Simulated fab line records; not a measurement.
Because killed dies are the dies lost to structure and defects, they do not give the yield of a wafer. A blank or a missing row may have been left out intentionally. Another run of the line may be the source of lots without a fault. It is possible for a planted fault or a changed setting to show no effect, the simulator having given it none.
Matching of chambers / flow nandHarc / NHARC_A_CONTACT_ALD_18 on aldMetal-03 has 4 sister chambers
The step deposits TiN, target thk 3 nm, pulse time 1 s, ald cycles 150. 8 wafers are shown with their chamber, then 9 later ones without.

WAFERS WITH THEIR CHAMBER
wafer=L076.6; chamber=2; heaterPowerW (W)=878; precursorPulseHeightRel=0.995
wafer=L080.1; chamber=2; heaterPowerW (W)=917; precursorPulseHeightRel=0.997
wafer=L080.6; chamber=1; heaterPowerW (W)=1147; precursorPulseHeightRel=0.953
wafer=L087.3; chamber=0; heaterPowerW (W)=1049; precursorPulseHeightRel=1.009
wafer=L087.5; chamber=3; heaterPowerW (W)=1072; precursorPulseHeightRel=1.015
wafer=L086.1; chamber=3; heaterPowerW (W)=1034; precursorPulseHeightRel=0.970
wafer=L086.5; chamber=0; heaterPowerW (W)=1049; precursorPulseHeightRel=0.989
wafer=L086.6; chamber=1; heaterPowerW (W)=1148; precursorPulseHeightRel=1.019

WAFERS WITHOUT THEIR CHAMBER
wafer=L091.1; heaterPowerW (W)=922; precursorPulseHeightRel=1.028
wafer=L091.3; heaterPowerW (W)=1023; precursorPulseHeightRel=1.011
wafer=L091.4; heaterPowerW (W)=1157; precursorPulseHeightRel=0.997
wafer=L093.4; heaterPowerW (W)=1054; precursorPulseHeightRel=1.005
wafer=L093.5; heaterPowerW (W)=1015; precursorPulseHeightRel=0.984
wafer=L093.6; heaterPowerW (W)=1049; precursorPulseHeightRel=1.000
wafer=L096.3; heaterPowerW (W)=887; precursorPulseHeightRel=1.030
wafer=L096.5; heaterPowerW (W)=1122; precursorPulseHeightRel=1.019
wafer=L096.6; heaterPowerW (W)=979; precursorPulseHeightRel=0.996

CHAMBER TAKEN BY EACH
wafer=L091.1; from the rows above=2; in truth=2
wafer=L091.3; from the rows above=can't be placed: 0 or 3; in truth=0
wafer=L091.4; from the rows above=1; in truth=1
wafer=L093.4; from the rows above=can't be placed: 0 or 3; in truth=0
wafer=L093.5; from the rows above=can't be placed: 0 or 3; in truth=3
wafer=L093.6; from the rows above=can't be placed: 0 or 3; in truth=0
wafer=L096.3; from the rows above=2; in truth=2
wafer=L096.5; from the rows above=can't be placed: 1 or 3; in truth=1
wafer=L096.6; from the rows above=can't be placed: 0 or 3 or 2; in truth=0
Placed correctly: 3 of 9. Unplaceable from these rows: 6, with the true chamber sitting among the candidates in 6. 0 placed wrongly.
How it was worked out, from the rows above alone: a wafer's distance from a chamber is the root of the sum, over the readings, of the square of ((its reading less the chamber's mean) divided by the reading's scatter). If the next closest chamber is less than 2 further off than the closest, the wafer can't be placed; otherwise it belongs to the closest. The mean given for a chamber averages the wafers shown for that chamber. The scatter is the square root of a quotient: the sum, over the shown wafers, of each reading's squared deviation from its chamber's mean, divided by wafers minus chambers.
